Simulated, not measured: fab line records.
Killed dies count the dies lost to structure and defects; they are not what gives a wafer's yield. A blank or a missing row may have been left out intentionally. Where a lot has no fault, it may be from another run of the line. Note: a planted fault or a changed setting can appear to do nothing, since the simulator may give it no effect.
fab line records	flow nand-harc
[record] lots = 24	wafers = 72	last-day = 24
route steps=1159 shown A_STAIRCASE@549
lots untouched by any fault: they come from a run of this same line in which no faults occurred
start-h: hours from the record's first day to the start of the lot's first wafer shown	wait-h: time in hours since the lot's previous step	" as in the row above	L1.1+2: a single row standing in for several wafers	- no value, or no start was given	* or withheld: withheld	< > ~ a bound
route shown NAME@n: names a module that has steps shown in the file, with the first one's number in the route	usual: mean and standard deviation over wafers with no fault	same: alike in all rows	chamber/n: place in a boat	sites: the reading at each site	_std_site: the standard deviation of these	_edge_site: inner sites' mean taken away from outer sites' mean	radius-mm: for every site, how far away it sits from the centre of the wafer	mask NAME#n: copy n	behind: the last tool/chamber to shape the wafer	hold: cause of the lot's hold/its duration in hours/its outcome	device: transistor that didn't switch, given as n, p or np	end of line: the same wafers' tests at the end of the route	a step given without rows: its recipe and nothing more	killed: not the wafer's yield, but the dies lost to structure and defects at the first sort	map: a wafer's dies, x killed, . not, _ none there
set.NAME: setting as actually run; set.NAME@STEP: the setting as run at that earlier step	model.NAME: the simulator's own value behind a step, which no gauge read
one table for each step of the route and one row for each wafer, over a sample of lots
services: the hour from which a tool's chamber was out of use, counted from the record's first day as start-h (under 0 if before that day), plus the number of hours and why
[[steps]]
[step NHARC_A_STAIRCASE_ETCH_13]
[recipe] target-depth-a = 1000	time-s = 40.5	ion-energy-ev = 400	c4f8-flow-sccm = 20	o2-flow-sccm = 10	ar-flow-sccm = withheld	rf-w = 600	bias-w = 1000	chemistry = C4F8/O2
[usual] bias-w = 1000.0/2.9	oes-product-au = 0.938/0.013	rf-vpp-V = 894/5.3
lot.wafer	tool	chamber	start-h	wait-h	bias-w	oes-product-au	rf-hours-counter-h	rf-vpp-V
L074.1	rie-diel-05	3	-	-	997.7	0.960	28	902
L074.3	"	0	"	"	1000.1	0.932	25	891
L074.6	"	2	"	"	998.0	0.941	-	900
L076.4	rie-diel-05	2	-	-	1006.3	0.956	31	898
L076.2	"	3	"	"	1001.7	0.965	30	901
L076.5	"	1	"	"	1000.0	0.946	-	898
L078.4	rie-diel-11	3	-	-	999.8	0.937	13	901
L078.1	"	1	"	"	999.7	0.929	17	889
L078.6	"	0	"	"	999.2	0.958	-	892
L077.2	rie-diel-05	2	-	-	1003.3	0.954	33	899
L077.4	"	1	"	"	999.8	0.944	29	899
L077.6	"	3	"	"	1000.1	0.948	-	901
L075.3	rie-diel-11	3	-	-	997.3	0.929	15	903
L075.6	"	1	"	"	1005.9	0.928	-	889
L075.5	"	2	"	"	999.5	0.939	-	890
L080.2	rie-diel-02	3	-	-	999.2	0.946	41	898
L080.1	"	2	"	"	1001.5	0.947	37	889
L080.6	"	0	"	"	996.1	0.959	-	887
L079.4	rie-diel-05	3	-	-	1002.5	0.919	36	901
L079.1	"	0	"	"	1004.7	0.906	32	889
L079.6	"	2	"	"	997.5	0.925	-	899
L081.3	rie-diel-11	3	-	-	995.3	0.925	24	901
L081.4	"	0	"	"	995.1	0.956	24	891
L081.2	"	1	"	"	1007.9	0.955	27	891
L082.4	rie-diel-02	3	-	-	999.6	0.938	48	897
L082.3	"	1	"	"	998.0	0.938	45	894
L082.6	"	3	"	"	994.8	0.942	-	895
L083.1	rie-diel-11	2	-	-	999.7	0.928	32	891
L083.6	"	2	"	"	997.9	0.933	-	891
L083.5	"	3	"	"	1001.6	0.932	-	902
L084.1	rie-diel-05	2	-	-	999.8	0.927	47	899
L084.6	"	3	"	"	997.1	0.927	-	901
L084.5	"	1	"	"	1001.4	0.942	-	900
L085.4	rie-diel-02	1	-	-	993.5	0.947	52	894
L085.2	"	2	"	"	1005.1	0.962	49	889
L085.6	"	3	"	"	1004.0	0.953	-	897
L087.3	rie-diel-05	0	-	-	1001.3	0.917	43	891
L087.4	"	2	"	"	998.9	0.930	-	897
L087.5	"	0	"	"	1001.0	0.916	-	890
L086.3	rie-diel-11	3	-	-	998.2	0.939	35	900
L086.1	"	0	"	"	1004.6	0.958	36	890
L086.2	"	2	"	"	996.1	0.961	40	892
L088.1	rie-diel-11	2	-	-	1000.6	0.927	43	889
L088.4	"	2	"	"	1000.1	0.923	-	891
L088.6	"	1	"	"	1001.1	0.921	-	889
L089.3	rie-diel-02	3	-	-	998.8	0.938	63	896
L089.4	"	2	"	"	1006.8	0.933	59	889
L089.6	"	3	"	"	1002.8	0.940	-	897
L092.1	rie-diel-11	1	-	-	1002.0	0.923	48	887
L092.4	"	0	"	"	998.5	0.939	-	891
L092.5	"	2	"	"	1003.2	0.927	-	889
L090.4	rie-diel-05	3	-	-	1002.0	0.933	63	901
L090.2	"	0	"	"	1000.8	0.932	56	891
L090.5	"	3	"	"	1001.1	0.940	-	900
L091.4	rie-diel-05	1	-	-	1003.8	0.931	53	900
L091.3	"	3	"	"	1000.6	0.935	63	899
L091.5	"	0	"	"	1005.8	0.933	-	890
L093.1	rie-diel-02	3	-	-	997.6	0.943	4	897
L093.2	"	1	"	"	996.5	0.933	4	892
L093.5	"	2	"	"	1000.4	0.947	-	888
L094.2	rie-diel-02	1	-	-	995.1	0.934	4	894
L094.1	"	2	"	"	1000.5	0.935	5	889
L094.3	"	3	"	"	999.2	0.938	4	896
L095.2	rie-diel-11	3	-	-	999.6	0.912	40	902
L095.5	"	0	"	"	1001.4	0.926	-	889
L095.6	"	1	"	"	1004.2	0.918	-	888
L096.3	rie-diel-02	1	-	-	1001.9	0.930	12	895
L096.1	"	0	"	"	999.0	0.965	12	906
L096.5	"	1	"	"	999.7	0.937	-	895
L097.1	rie-diel-02	1	-	-	999.6	0.942	15	894
L097.5	"	1	"	"	999.8	0.947	-	896
L097.6	"	2	"	"	999.7	0.955	-	888
[step NHARC_A_STAIRCASE_ETCH_15]
[recipe] target-depth-a = 1000	time-s = 40.5	ion-energy-ev = 400	c4f8-flow-sccm = 20	o2-flow-sccm = 10	ar-flow-sccm = withheld	rf-w = 600	bias-w = 1000	chemistry = C4F8/O2
[usual] bias-w = 1000.0/2.9	oes-product-au = 0.939/0.012	rf-vpp-V = 895/5.4
lot.wafer	tool	chamber	start-h	wait-h	bias-w	oes-product-au	rf-hours-counter-h	rf-vpp-V
L074.3	rie-diel-05	3	-	-	1001.9	0.954	28	900
L074.1	"	2	"	"	1000.1	0.939	29	898
L074.6	"	0	"	"	1001.3	0.945	-	893
L076.2	rie-diel-05	1	-	-	1003.5	0.938	27	899
L076.4	"	3	"	"	1002.9	0.928	30	902
L076.5	"	1	"	"	997.9	0.940	-	899
L078.4	rie-diel-11	0	-	-	1000.4	0.943	13	890
L078.1	"	1	"	"	997.0	0.936	18	889
L078.6	"	2	"	"	1002.6	0.935	-	891
L077.2	rie-diel-05	1	-	-	999.4	0.939	29	898
L077.4	"	0	"	"	999.5	0.926	28	891
L077.6	"	1	"	"	998.9	0.935	-	899
L075.3	rie-diel-11	0	-	-	999.3	0.938	15	891
L075.6	"	0	"	"	1003.9	0.934	-	889
L075.5	"	1	"	"	1000.5	0.926	-	889
L080.1	rie-diel-02	1	-	-	1003.9	0.942	38	894
L080.2	"	0	"	"	1001.3	0.956	42	885
L080.6	"	2	"	"	1003.8	0.942	-	889
L079.4	rie-diel-05	0	-	-	997.8	0.909	32	892
L079.1	"	2	"	"	996.9	0.921	37	897
L079.6	"	0	"	"	998.4	0.910	-	891
L081.4	rie-diel-11	1	-	-	999.1	0.953	27	891
L081.2	"	2	"	"	999.2	0.936	29	890
L081.3	"	3	"	"	1001.7	0.936	24	901
L082.3	rie-diel-02	1	-	-	995.3	0.927	45	895
L082.4	"	2	"	"	1002.8	0.952	44	888
L082.6	"	3	"	"	1002.0	0.958	-	897
L083.1	rie-diel-11	0	-	-	1003.8	0.941	27	891
L083.5	"	2	"	"	1002.2	0.921	-	891
L083.6	"	3	"	"	1000.4	0.920	-	900
L084.1	rie-diel-05	1	-	-	999.6	0.933	42	900
L084.5	"	1	"	"	999.2	0.936	-	900
L084.6	"	2	"	"	997.5	0.935	-	897
L085.4	rie-diel-02	1	-	-	1004.8	0.939	52	895
L085.2	"	2	"	"	1005.5	0.939	49	889
L085.6	"	0	"	"	995.7	0.933	-	888
L087.3	rie-diel-05	3	-	-	1000.0	0.934	49	901
L087.5	"	3	"	"	1004.0	0.929	-	901
L087.4	"	2	"	"	996.6	0.923	-	897
L086.1	rie-diel-11	2	-	-	999.6	0.951	41	889
L086.3	"	3	"	"	1003.0	0.944	36	900
L086.2	"	0	"	"	995.7	0.952	36	889
L088.1	rie-diel-11	1	-	-	999.8	0.930	42	886
L088.4	"	2	"	"	999.5	0.932	-	890
L088.6	"	1	"	"	998.4	0.934	-	888
L089.3	rie-diel-02	2	-	-	992.1	0.951	59	888
L089.4	"	3	"	"	997.6	0.949	63	896
L089.6	"	3	"	"	996.6	0.952	-	896
L090.2	rie-diel-05	1	-	-	1005.6	0.951	53	898
L090.4	"	2	"	"	1003.3	0.937	65	897
L090.5	"	3	"	"	1001.5	0.933	-	901
L092.1	rie-diel-11	2	-	-	1002.5	0.934	50	891
L092.4	"	1	"	"	999.8	0.934	-	888
L092.5	"	2	"	"	997.1	0.928	-	890
L091.4	rie-diel-05	1	-	-	1000.4	0.958	53	897
L091.3	"	3	"	"	1002.2	0.936	64	901
L091.5	"	1	"	"	1002.8	0.950	-	898
L093.2	rie-diel-02	1	-	-	1001.2	0.936	4	894
L093.1	"	2	"	"	998.6	0.940	4	889
L093.5	"	0	"	"	996.5	0.958	-	905
L094.3	rie-diel-02	0	-	-	995.2	0.954	4	906
L094.2	"	2	"	"	999.7	0.938	5	889
L094.1	"	3	"	"	1001.3	0.930	5	897
L095.2	rie-diel-11	3	-	-	1000.8	0.945	40	900
L095.6	"	2	"	"	996.8	0.944	-	890
L095.5	"	3	"	"	998.5	0.940	-	900
L096.3	rie-diel-02	0	-	-	1001.3	0.941	12	906
L096.1	"	2	"	"	997.7	0.947	12	888
L096.5	"	3	"	"	994.3	0.949	-	896
L097.1	rie-diel-02	0	-	-	1006.2	0.969	16	906
L097.6	"	3	"	"	1001.9	0.947	-	897
L097.5	"	0	"	"	1002.3	0.966	-	906
[step NHARC_A_STAIRCASE_ETCH_17]
[recipe] target-depth-a = 1000	time-s = 40.5	ion-energy-ev = 400	c4f8-flow-sccm = 20	o2-flow-sccm = 10	ar-flow-sccm = withheld	rf-w = 600	bias-w = 1000	chemistry = C4F8/O2
[usual] bias-w = 999.9/3	oes-product-au = 0.942/0.011	rf-vpp-V = 894/5.3
lot.wafer	tool	chamber	start-h	wait-h	bias-w	oes-product-au	rf-hours-counter-h	rf-vpp-V
L074.3	rie-diel-05	3	-	-	1000.1	0.946	29	901
L074.1	"	2	"	"	1003.2	0.936	29	897
L074.6	"	0	"	"	998.1	0.929	-	891
L076.2	rie-diel-05	2	-	-	998.6	0.936	32	900
L076.4	"	3	"	"	998.6	0.933	31	901
L076.5	"	1	"	"	998.7	0.955	-	898
L078.1	rie-diel-11	1	-	-	998.8	0.944	18	890
L078.4	"	2	"	"	1002.4	0.937	19	890
L078.6	"	1	"	"	996.3	0.931	-	888
L077.2	rie-diel-05	2	-	-	999.2	0.933	34	898
L077.4	"	0	"	"	993.8	0.930	28	889
L077.6	"	3	"	"	1000.5	0.934	-	899
L075.3	rie-diel-11	0	-	-	1001.3	0.944	15	890
L075.6	"	1	"	"	1001.0	0.940	-	890
L075.5	"	2	"	"	1002.6	0.929	-	889
L080.2	rie-diel-02	1	-	-	1002.7	0.947	38	894
L080.1	"	2	"	"	997.6	0.968	37	889
L080.6	"	2	"	"	999.7	0.962	-	888
L079.4	rie-diel-05	0	-	-	998.7	0.926	32	892
L079.1	"	2	"	"	998.0	0.940	38	898
L079.6	"	0	"	"	994.7	0.938	-	891
L081.2	rie-diel-11	3	-	-	998.5	0.928	24	901
L081.3	"	0	"	"	996.9	0.967	24	890
L081.4	"	1	"	"	996.1	0.942	27	889
L082.3	rie-diel-02	1	-	-	1000.3	0.941	45	894
L082.4	"	0	"	"	1008.8	0.940	48	886
L082.6	"	1	"	"	1003.7	0.938	-	894
L083.1	rie-diel-11	3	-	-	1000.7	0.933	28	901
L083.6	"	2	"	"	997.1	0.945	-	889
L083.5	"	3	"	"	1001.9	0.926	-	901
L084.1	rie-diel-05	2	-	-	997.1	0.939	48	897
L084.6	"	1	"	"	996.4	0.943	-	898
L084.5	"	2	"	"	999.7	0.943	-	898
L085.2	rie-diel-02	1	-	-	1003.6	0.939	52	894
L085.4	"	2	"	"	1001.7	0.956	49	888
L085.6	"	0	"	"	998.1	0.951	-	886
L087.3	rie-diel-05	2	-	-	1001.2	0.933	51	898
L087.5	"	0	"	"	1003.2	0.931	-	892
L087.4	"	2	"	"	1001.9	0.927	-	897
L086.2	rie-diel-11	1	-	-	1005.6	0.956	38	889
L086.1	"	3	"	"	1001.3	0.934	36	902
L086.3	"	0	"	"	998.0	0.954	36	891
L088.1	rie-diel-11	0	-	-	1002.9	0.943	40	891
L088.6	"	2	"	"	991.1	0.936	-	890
L088.4	"	0	"	"	1000.5	0.948	-	891
L089.3	rie-diel-02	0	-	-	1004.3	0.944	65	887
L089.4	"	2	"	"	1001.4	0.958	60	888
L089.6	"	0	"	"	1002.7	0.943	-	887
L090.2	rie-diel-05	1	-	-	994.6	0.940	53	898
L090.4	"	2	"	"	1001.0	0.935	65	898
L090.5	"	0	"	"	996.4	0.934	-	889
L092.1	rie-diel-11	0	-	-	999.3	0.948	46	889
L092.4	"	1	"	"	994.6	0.944	-	887
L092.5	"	0	"	"	998.1	0.946	-	892
L091.4	rie-diel-05	1	-	-	1004.2	0.945	53	899
L091.3	"	0	"	"	1001.0	0.937	57	891
L091.5	"	1	"	"	999.2	0.949	-	899
L093.1	rie-diel-02	3	-	-	997.9	0.935	4	897
L093.2	"	0	"	"	1001.2	0.950	4	906
L093.5	"	3	"	"	998.5	0.941	-	895
L094.3	rie-diel-02	2	-	-	995.1	0.939	5	887
L094.2	"	3	"	"	1003.6	0.929	5	897
L094.1	"	0	"	"	998.3	0.957	5	906
L095.2	rie-diel-11	2	-	-	1004.6	0.926	58	890
L095.6	"	3	"	"	997.3	0.931	-	901
L095.5	"	0	"	"	1000.8	0.934	-	890
L096.1	rie-diel-02	2	-	-	998.9	0.944	12	888
L096.3	"	0	"	"	1000.8	0.954	13	906
L096.5	"	3	"	"	997.7	0.961	-	898
L097.1	rie-diel-02	2	-	-	1003.1	0.961	15	889
L097.5	"	0	"	"	1002.3	0.976	-	906
L097.6	"	1	"	"	1000.0	0.944	-	893
[step NHARC_A_STAIRCASE_TRIM_20]
[recipe] time-s = 211.2	o2-flow-sccm = 500	ar-flow-sccm = 0	bias-w = 0	chemistry = O2
[usual] drypump-motor-current-A = 5.70/0.29	oes-product-au = 1.002/0.0099	rf-vpp-V = 57.7/0.96	showerhead-plenum-p-Torr = 3.47/0.14	throttle-valve-pct = 17.036/0.011
[same] bias-w = 0
lot.wafer	tool	chamber	start-h	wait-h	drypump-motor-current-A	oes-product-au	rf-hours-counter-h	rf-vpp-V	showerhead-plenum-p-Torr	throttle-valve-pct
L074.3	rie-diel-05	2	242.87	0.1	5.51	0.997	29	57.8	3.59	17.021
L074.1	"	0	"	"	5.61	0.990	25	58.0	3.39	17.038
L074.6	"	1	"	"	5.71	1.001	-	59.2	3.61	17.032
L076.2	rie-diel-05	3	250.47	0.1	5.54	0.992	31	58.8	3.66	17.039
L076.4	"	0	"	"	5.62	0.981	27	57.5	3.39	17.012
L076.5	"	0	"	"	5.61	0.985	-	58.4	3.39	17.037
L078.1	rie-diel-11	2	257.60	0.1	5.97	0.994	19	58.9	3.38	17.059
L078.4	"	3	"	"	5.39	0.989	14	60.3	3.67	17.041
L078.6	"	2	"	"	5.98	0.996	-	57.4	3.38	17.041
L077.4	rie-diel-05	1	257.66	0.1	5.71	1.016	30	56.2	3.61	17.028
L077.2	"	2	"	"	5.50	0.993	34	58.2	3.58	17.055
L077.6	"	0	"	"	5.62	0.986	-	58.9	3.39	17.029
L075.3	rie-diel-11	3	261.01	0.1	5.37	1.007	16	58.5	3.67	17.021
L075.6	"	3	"	"	5.39	1.001	-	57.1	3.67	17.043
L075.5	"	0	"	"	6.15	1.001	-	57.9	3.38	17.051
L080.1	rie-diel-02	3	263.91	0.1	5.67	1.008	41	57.2	3.56	17.035
L080.2	"	2	"	"	5.85	1.021	37	57.1	3.33	17.031
L080.6	"	3	"	"	5.67	1.022	-	57.8	3.56	17.042
L079.4	rie-diel-11	1	264.55	0.1	5.63	0.989	21	56.3	3.33	17.008
L079.1	"	2	"	"	5.95	0.999	23	57.3	3.37	17.052
L079.6	"	1	"	"	5.61	0.983	-	57.2	3.33	17.051
L081.4	rie-diel-11	1	285.01	0.1	5.61	1.000	27	56.8	3.33	17.026
L081.2	"	2	"	"	5.95	0.997	29	57.7	3.37	17.033
L081.3	"	3	"	"	5.41	0.989	25	58.2	3.67	17.038
L082.4	rie-diel-02	0	285.42	0.1	5.10	1.007	48	56.9	3.28	17.060
L082.3	"	2	"	"	5.86	1.007	45	56.4	3.33	17.048
L082.6	"	3	"	"	5.67	1.017	-	59.0	3.56	17.030
L083.1	rie-diel-11	0	292.52	0.1	6.13	1.007	27	58.1	3.37	17.045
L083.5	"	2	"	"	5.96	1.002	-	57.9	3.37	17.023
L083.6	"	3	"	"	5.37	0.995	-	58.2	3.66	17.024
L084.1	rie-diel-05	3	298.54	0.1	5.56	0.999	46	58.7	3.66	17.045
L084.6	"	2	"	"	5.49	0.993	-	57.9	3.58	17.026
L084.5	"	3	"	"	5.54	0.986	-	58.1	3.66	17.041
L085.4	rie-diel-02	1	298.67	0.1	6.02	1.018	52	56.7	3.48	17.053
L085.2	"	0	"	"	5.09	1.022	55	58.1	3.28	17.027
L085.6	"	2	"	"	5.85	1.020	-	56.7	3.32	17.031
L087.3	rie-diel-11	0	307.74	0.1	6.13	1.006	33	58.7	3.37	17.038
L087.4	"	1	"	"	5.62	0.988	35	56.9	3.32	17.032
L087.5	"	3	"	"	5.40	0.984	-	58.4	3.66	17.034
L086.3	rie-diel-11	0	318.48	0.1	6.16	1.004	36	56.4	3.37	17.042
L086.2	"	1	"	"	5.63	1.002	39	58.0	3.32	17.037
L086.1	"	2	"	"	5.94	0.995	41	57.2	3.36	17.021
L089.3	rie-diel-02	0	326.19	0.1	5.10	1.011	66	57.3	3.27	17.043
L089.4	"	1	"	"	6.01	1.012	65	58.1	3.48	17.042
L089.6	"	1	"	"	6.03	1.006	-	57.5	3.48	17.038
L088.1	rie-diel-11	2	326.34	0.1	5.96	0.997	44	56.5	3.36	17.038
L088.6	"	0	"	"	6.14	1.009	-	59.0	3.37	17.033
L088.4	"	1	"	"	5.63	1.003	-	59.4	3.32	17.028
L090.2	rie-diel-02	3	337.11	0.1	5.69	1.005	0	57.5	3.55	17.026
L090.4	"	0	"	"	5.11	1.025	0	59.0	3.81	17.030
L090.5	"	1	"	"	6.03	0.996	-	56.1	3.48	17.033
L092.1	rie-diel-11	1	337.20	0.1	5.65	0.998	49	57.5	3.32	17.047
L092.5	"	2	"	"	5.96	0.991	-	59.0	3.36	17.026
L092.4	"	0	"	"	6.14	1.007	-	57.0	3.36	17.037
L091.3	rie-diel-05	3	337.75	0.1	5.54	1.000	64	58.9	3.65	17.033
L091.4	"	0	"	"	5.61	0.995	57	57.1	3.38	17.042
L091.5	"	1	"	"	5.71	1.008	-	59.8	3.60	17.042
L093.2	rie-diel-02	0	347.86	0.1	5.09	1.023	4	59.1	3.81	17.028
L093.1	"	2	"	"	5.90	1.007	5	57.3	3.32	17.041
L093.5	"	3	"	"	5.68	1.001	-	58.6	3.55	17.033
L094.2	rie-diel-11	1	348.69	0.1	5.61	1.004	54	56.5	3.31	17.038
L094.1	"	3	"	"	5.41	0.991	38	58.3	3.66	17.046
L094.3	"	0	"	"	6.14	1.003	52	57.1	3.36	17.038
L095.2	rie-diel-11	2	354.99	0.1	5.95	1.002	59	56.9	3.35	17.037
L095.6	"	1	"	"	5.64	1.004	-	58.9	3.31	17.053
L095.5	"	2	"	"	5.95	0.997	-	57.7	3.35	17.042
L096.1	rie-diel-05	1	369.37	0.1	5.70	0.989	6	58.8	3.59	17.035
L096.3	"	0	"	"	5.61	1.001	8	56.5	3.37	17.042
L096.5	"	1	"	"	5.70	0.994	-	57.2	3.59	17.006
L097.1	rie-diel-02	1	384.40	0.1	6.01	0.997	15	58.3	3.47	17.043
L097.5	"	0	"	"	5.11	1.022	-	56.7	3.80	17.024
L097.6	"	1	"	"	6.01	1.004	-	56.8	3.47	17.036
[step NHARC_A_STAIRCASE_ETCH_25]
[recipe] target-depth-a = 1000	time-s = 40.5	ion-energy-ev = 400	c4f8-flow-sccm = 20	o2-flow-sccm = 10	ar-flow-sccm = withheld	rf-w = 600	bias-w = 1000	chemistry = C4F8/O2
[usual] bias-w = 1001/3.4	oes-product-au = 0.944/0.012	rf-vpp-V = 894/5.2
lot.wafer	tool	chamber	start-h	wait-h	bias-w	oes-product-au	rf-hours-counter-h	rf-vpp-V
L074.1	rie-diel-05	0	-	-	1002	0.935	25	891
L074.3	"	2	"	"	999	0.953	30	899
L074.6	"	0	"	"	998	0.930	-	890
L076.2	rie-diel-05	1	-	-	999	0.929	28	899
L076.4	"	0	"	"	1003	0.913	27	891
L076.5	"	1	"	"	1000	0.952	-	900
L078.4	rie-diel-11	0	-	-	1001	0.943	14	891
L078.1	"	2	"	"	1005	0.933	19	891
L078.6	"	0	"	"	1002	0.946	-	890
L077.2	rie-diel-05	2	-	-	1000	0.944	35	898
L077.4	"	0	"	"	999	0.924	29	892
L077.6	"	1	"	"	1002	0.942	-	900
L075.3	rie-diel-11	0	-	-	1001	0.942	17	891
L075.5	"	1	"	"	993	0.923	-	889
L075.6	"	2	"	"	1000	0.964	-	890
L080.1	rie-diel-02	1	-	-	1002	0.941	38	894
L080.2	"	2	"	"	1006	0.955	37	888
L080.6	"	0	"	"	998	0.953	-	886
L079.1	rie-diel-11	2	-	-	1002	0.932	23	890
L079.4	"	0	"	"	998	0.967	17	890
L079.6	"	1	"	"	1004	0.932	-	889
L081.4	rie-diel-11	0	-	-	999	0.943	24	890
L081.3	"	1	"	"	1000	0.941	28	889
L081.2	"	3	"	"	1003	0.935	25	899
L082.4	rie-diel-02	2	-	-	997	0.960	45	887
L082.3	"	1	"	"	995	0.946	45	894
L082.6	"	3	"	"	1001	0.960	-	897
L083.1	rie-diel-11	1	-	-	1000	0.932	30	887
L083.6	"	2	"	"	998	0.938	-	890
L083.5	"	3	"	"	1001	0.924	-	900
L084.1	rie-diel-05	3	-	-	999	0.942	46	901
L084.5	"	3	"	"	1004	0.947	-	901
L084.6	"	1	"	"	995	0.944	-	898
L085.4	rie-diel-02	3	-	-	999	0.959	53	898
L085.2	"	2	"	"	994	0.962	50	889
L085.6	"	0	"	"	998	0.951	-	889
L087.3	rie-diel-11	1	-	-	995	0.938	35	888
L087.4	"	3	"	"	1003	0.929	33	902
L087.5	"	0	"	"	1003	0.937	-	889
L086.1	rie-diel-11	3	-	-	1004	0.937	36	901
L086.3	"	0	"	"	1004	0.950	36	890
L086.2	"	2	"	"	999	0.953	41	891
L089.3	rie-diel-02	1	-	-	1000	0.959	65	894
L089.4	"	2	"	"	998	0.959	60	889
L089.6	"	1	"	"	1001	0.952	-	894
L088.1	rie-diel-11	1	-	-	1002	0.929	44	887
L088.6	"	1	"	"	1006	0.930	-	888
L088.4	"	2	"	"	999	0.934	-	889
L090.2	rie-diel-02	2	-	-	998	0.938	0	887
L090.4	"	3	"	"	1002	0.953	0	898
L090.5	"	2	"	"	1003	0.942	-	888
L092.1	rie-diel-11	2	-	-	1007	0.938	51	889
L092.4	"	0	"	"	1000	0.965	-	889
L092.5	"	1	"	"	1003	0.934	-	889
L091.4	rie-diel-05	3	-	-	998	0.941	64	900
L091.3	"	0	"	"	998	0.927	57	891
L091.5	"	3	"	"	994	0.946	-	901
L093.2	rie-diel-02	2	-	-	999	0.937	5	889
L093.1	"	0	"	"	998	0.961	5	906
L093.5	"	2	"	"	994	0.938	-	888
L094.1	rie-diel-11	3	-	-	1005	0.933	38	899
L094.3	"	0	"	"	996	0.950	52	890
L094.2	"	1	"	"	997	0.945	55	888
L095.2	rie-diel-11	3	-	-	1000	0.949	41	900
L095.5	"	1	"	"	1006	0.943	-	889
L095.6	"	2	"	"	1003	0.935	-	891
L096.1	rie-diel-05	1	-	-	997	0.943	6	898
L096.3	"	3	"	"	1003	0.962	8	900
L096.5	"	1	"	"	999	0.946	-	898
L097.1	rie-diel-02	3	-	-	1005	0.944	17	896
L097.5	"	3	"	"	1006	0.952	-	898
L097.6	"	0	"	"	1000	0.965	-	906
[step NHARC_A_STAIRCASE_ETCH_221]
[recipe] target-depth-a = 1000	time-s = 40.5	ion-energy-ev = 400	c4f8-flow-sccm = 20	o2-flow-sccm = 10	ar-flow-sccm = withheld	rf-w = 600	bias-w = 1000	chemistry = C4F8/O2
[usual] bias-w = 1000/3.2	oes-product-au = 0.934/0.016	rf-vpp-V = 893/4.8
lot.wafer	tool	chamber	start-h	wait-h	bias-w	oes-product-au	rf-hours-counter-h	rf-vpp-V
L074.1	rie-diel-02	3	-	-	1004	0.951	33	897
L074.3	"	0	"	"	1003	0.959	35	888
L074.6	"	1	"	"	1004	0.942	-	896
L076.4	rie-diel-05	2	-	-	995	0.928	34	898
L076.2	"	0	"	"	1006	0.942	28	891
L076.5	"	2	"	"	997	0.925	-	900
L078.1	rie-diel-05	1	-	-	997	0.929	34	899
L078.4	"	2	"	"	1002	0.926	38	898
L078.6	"	3	"	"	1002	0.927	-	901
L077.2	rie-diel-11	3	-	-	1002	0.939	19	902
L077.4	"	1	"	"	1002	0.923	22	889
L077.6	"	3	"	"	1002	0.944	-	902
L075.3	rie-diel-11	3	-	-	999	0.928	21	902
L075.5	"	0	"	"	1000	0.952	-	892
L075.6	"	1	"	"	996	0.922	-	888
L080.2	rie-diel-02	3	-	-	999	0.968	43	899
L080.1	"	2	"	"	1003	0.954	40	888
L080.6	"	3	"	"	1002	0.968	-	895
L079.4	rie-diel-11	2	-	-	1008	0.943	26	890
L079.1	"	0	"	"	996	0.947	21	890
L079.6	"	1	"	"	999	0.933	-	888
L081.2	rie-diel-11	0	-	-	1002	0.944	27	891
L081.4	"	1	"	"	999	0.925	30	889
L081.3	"	2	"	"	1001	0.936	33	890
L082.3	rie-diel-11	3	-	-	1000	0.921	29	901
L082.4	"	0	"	"	1002	0.934	28	890
L082.6	"	2	"	"	1003	0.926	-	891
L083.1	rie-diel-11	3	-	-	998	0.909	31	900
L083.5	"	1	"	"	997	0.923	-	888
L083.6	"	2	"	"	1004	0.921	-	891
L085.2	rie-diel-05	0	-	-	1005	0.915	43	890
L085.4	"	0	"	"	999	0.913	-	892
L085.6	"	3	"	"	998	0.919	-	901
L084.1	rie-diel-11	3	-	-	1005	0.910	33	901
L084.6	"	1	"	"	994	0.911	-	889
L084.5	"	2	"	"	1007	0.911	-	890
L087.3	rie-diel-02	3	-	-	1002	0.968	59	896
L087.4	"	2	"	"	998	0.958	56	888
L087.5	"	0	"	"	1008	0.976	-	886
L086.2	rie-diel-11	1	-	-	999	0.913	45	889
L086.3	"	2	"	"	998	0.914	46	889
L086.1	"	0	"	"	1002	0.929	42	889
L089.3	rie-diel-11	1	-	-	1004	0.923	46	888
L089.4	"	2	"	"	999	0.914	-	890
L089.6	"	0	"	"	997	0.932	-	889
L088.1	rie-diel-11	2	-	-	992	0.927	48	889
L088.4	"	0	"	"	994	0.933	-	889
L088.6	"	1	"	"	1003	0.924	-	888
L090.2	rie-diel-11	2	-	-	996	0.928	53	889
L090.5	"	1	"	"	996	0.927	-	888
L090.4	"	2	"	"	999	0.921	-	890
L091.3	rie-diel-11	0	-	-	999	0.934	49	891
L091.5	"	0	"	"	999	0.927	-	890
L091.4	"	1	"	"	1000	0.916	-	890
L092.1	rie-diel-11	1	-	-	1004	0.921	52	887
L092.5	"	2	"	"	1005	0.917	-	889
L092.4	"	0	"	"	1006	0.933	-	890
L093.1	rie-diel-05	1	-	-	1001	0.939	1	898
L093.2	"	2	"	"	1007	0.952	1	897
L093.5	"	1	"	"	999	0.941	-	899
L094.1	rie-diel-11	3	-	-	1000	0.922	41	900
L094.2	"	1	"	"	995	0.929	58	888
L094.3	"	2	"	"	1002	0.934	59	889
L095.2	rie-diel-05	0	-	-	1000	0.950	4	892
L095.6	"	1	"	"	1001	0.935	-	899
L095.5	"	2	"	"	998	0.963	-	897
L096.1	rie-diel-05	1	-	-	1000	0.957	9	897
L096.3	"	2	"	"	998	0.934	8	898
L096.5	"	1	"	"	1003	0.955	-	898
L097.1	rie-diel-05	1	-	-	1002	0.925	13	898
L097.5	"	0	"	"	1001	0.928	-	891
L097.6	"	1	"	"	1001	0.926	-	897
[[services]]
tool	chamber	start-h	hours	kind
rie-diel-05	1	223.34	2.1	repair
rie-diel-11	0	223.68	-	clean
rie-diel-11	1	223.68	-	clean
rie-diel-11	2	223.68	-	clean
rie-diel-11	3	223.68	-	clean
rie-diel-11	3	230.67	8.3	repair
rie-diel-11	0	231.29	6.4	repair
rie-diel-11	0	248.18	-	clean
rie-diel-11	1	248.18	-	clean
rie-diel-11	2	248.18	-	clean
rie-diel-11	3	248.18	-	clean
rie-diel-11	0	272.77	-	clean
rie-diel-02	2	274.32	1.4	repair
rie-diel-11	3	278.25	3.4	repair
rie-diel-05	0	294.72	5.7	repair
rie-diel-02	0	303.23	3.9	repair
rie-diel-05	1	305.50	14.4	repair
rie-diel-11	3	319.62	27.1	repair
rie-diel-11	2	319.79	1.4	repair
rie-diel-02	-	327.82	9.0	pm
rie-diel-05	-	340.70	9.0	pm
rie-diel-05	-	352.65	0.9	repair
rie-diel-11	-	367.18	9.0	pm
rie-diel-05	3	381.74	12.5	repair
[[key]]
fault none
